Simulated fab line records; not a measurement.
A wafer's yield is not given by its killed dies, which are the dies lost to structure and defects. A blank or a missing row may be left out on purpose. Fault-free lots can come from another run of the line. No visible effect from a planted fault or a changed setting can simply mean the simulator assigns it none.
A single fault, viewed from 3 desks || flow nand harc || numbers are kept per desk, each desk with only its own; the story behind them comes last

== THE DEFECT DESK ==
What the inspections along the route counted, lot by lot: means of the sampled wafers that have a number. Marked OUT: a lot whose mean sits more than 4 standard deviations from the usual mean, which makes it out of limits; the brackets give that distance.
Columns: A = raw defect count at NHARC_A_CHANNEL_FILL_D1_INSPECT_13, usual 337
{"lot": "L892", "first seen here": "day 10 12:51", "A": 210}
{"lot": "L893", "first seen here": "day 11 05:19", "A": 451}
{"lot": "L894", "first seen here": "day 11 05:19", "A": 381}
{"lot": "L895", "first seen here": "day 12 05:19", "A": 315}
{"lot": "L899", "first seen here": "day 13 18:05", "A": 260}
{"lot": "L901", "first seen here": "day 14 16:17", "A": 394}
{"lot": "L900", "first seen here": "day 14 16:18", "A": 160}
{"lot": "L907", "first seen here": "day 17 02:43", "A": 370}
{"lot": "L906", "first seen here": "day 17 02:44", "A": 361}
{"lot": "L908", "first seen here": "day 17 10:29", "A": 373}
{"lot": "L909", "first seen here": "day 18 01:34", "A": 297}
{"lot": "L910", "first seen here": "day 18 08:19", "A": 538}
{"lot": "L912", "first seen here": "day 19 20:31", "A": 215}
{"lot": "L913", "first seen here": "day 20 10:22", "A": 430}
This desk found nothing out of limits on any of the 14 lots.

== FOR THE TOOL OWNER'S DESK: pecvd onon-01 ==
The tool's own readings at NHARC_A_ONON_D2_DEP_06 (target thk 1000 nm): means of the sampled wafers that have a number, for each lot that ran on this tool. Marked OUT: a lot whose mean sits more than 4 standard deviations from the usual mean, which makes it out of limits; the brackets give that distance.
Columns: A = n2 flow sccm at NHARC_A_ONON_D2_DEP_06, usual 2752 sccm
{"lot": "L894", "first seen here": "day 12 18:11", "A": 2753}
{"lot": "L899", "first seen here": "day 15 07:26", "A": 2743}
{"lot": "L901", "first seen here": "day 16 02:49", "A": 2739}
{"lot": "L908", "first seen here": "day 19 00:47", "A": 2748}
{"lot": "L912", "first seen here": "day 21 08:38", "A": 2751}
{"lot": "L913", "first seen here": "day 21 22:51", "A": 2763}
This desk found nothing out of limits on any of the 6 lots.

== AT THE METROLOGY DESK ==
Lot by lot, what the gauges showed, no matter which tool ran the lot: averages of those sampled wafers that carry a number. Marked OUT: a lot whose mean sits more than 4 standard deviations from the usual mean, which makes it out of limits; the brackets give that distance.
Columns: A = thk nm at NHARC_A_DECK1_JOINT_THK_MEAS_14, usual 50.7 nm; B = thk nm at NHARC_A_ONON_D2_THK_MEAS_02, usual 1004 nm; C = thk nm at NHARC_A_ONON_D2_THK_MEAS_08, usual 999 nm
{"lot": "L892", "first seen here": "day 10 23:28", "A": 51.9, "B": 1015, "C": 990}
{"lot": "L893", "first seen here": "day 11 15:46", "A": 49.5, "B": 1003, "C": 1000}
{"lot": "L894", "first seen here": "day 11 15:46", "A": 51.2, "B": 1004, "C": 981}
{"lot": "L895", "first seen here": "day 12 15:53", "A": 52.9, "B": 1011, "C": 989}
{"lot": "L899", "first seen here": "day 14 04:32", "A": 48.8, "B": 1000, "C": "1226 (+23) OUT"}
{"lot": "L901", "first seen here": "day 15 02:49", "A": 49.3, "B": 1000, "C": "1459 (+47) OUT"}
{"lot": "L900", "first seen here": "day 15 02:49", "A": 51.2, "B": 999, "C": 1013}
{"lot": "L906", "first seen here": "day 17 13:19", "A": 52.2, "B": 1005, "C": 1005}
{"lot": "L907", "first seen here": "day 17 13:19", "A": 50.7, "B": 993, "C": 1008}
{"lot": "L908", "first seen here": "day 17 20:58", "A": 49.1, "B": 1005, "C": 1003}
{"lot": "L909", "first seen here": "day 18 12:10", "A": 53.0, "B": 1016, "C": 990}
{"lot": "L910", "first seen here": "day 18 18:44", "A": 50.1, "B": 1010, "C": 1005}
{"lot": "L912", "first seen here": "day 20 08:37", "A": 50.9, "B": 996, "C": 1000}
{"lot": "L913", "first seen here": "day 20 20:49", "A": 50.0, "B": 1002, "C": 1017}
This desk's finding: out of limits on L899, L901; first on L899, day 15 07:50 (thk nm at NHARC_A_ONON_D2_THK_MEAS_08). Within limits: L892, L893, L894, L895, L900, L906, L907, L908, L909, L910, L912, L913.

== PUT TOGETHER ==
L899, L901 would have let the metrology desk raise an alarm at day 15 07:50.
No out-of-limits result turned up at the defect desk.
The tool owner's desk saw nothing out of limits.
The defect desk has L899, L901 on record, within its limits.
Tool owner's desk: L899, L901 on record, inside its limits.
Every lot named ran NHARC_A_ONON_D2_DEP_06 on pecvd onon-01.

== WHAT THE SIMULATOR HAD PUT IN ==
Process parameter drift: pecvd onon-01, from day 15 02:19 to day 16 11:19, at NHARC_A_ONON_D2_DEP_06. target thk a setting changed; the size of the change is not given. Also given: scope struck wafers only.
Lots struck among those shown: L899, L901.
Time in hours between the start of the fault and the first out-of-limits reading at each desk: metrology desk, 6.
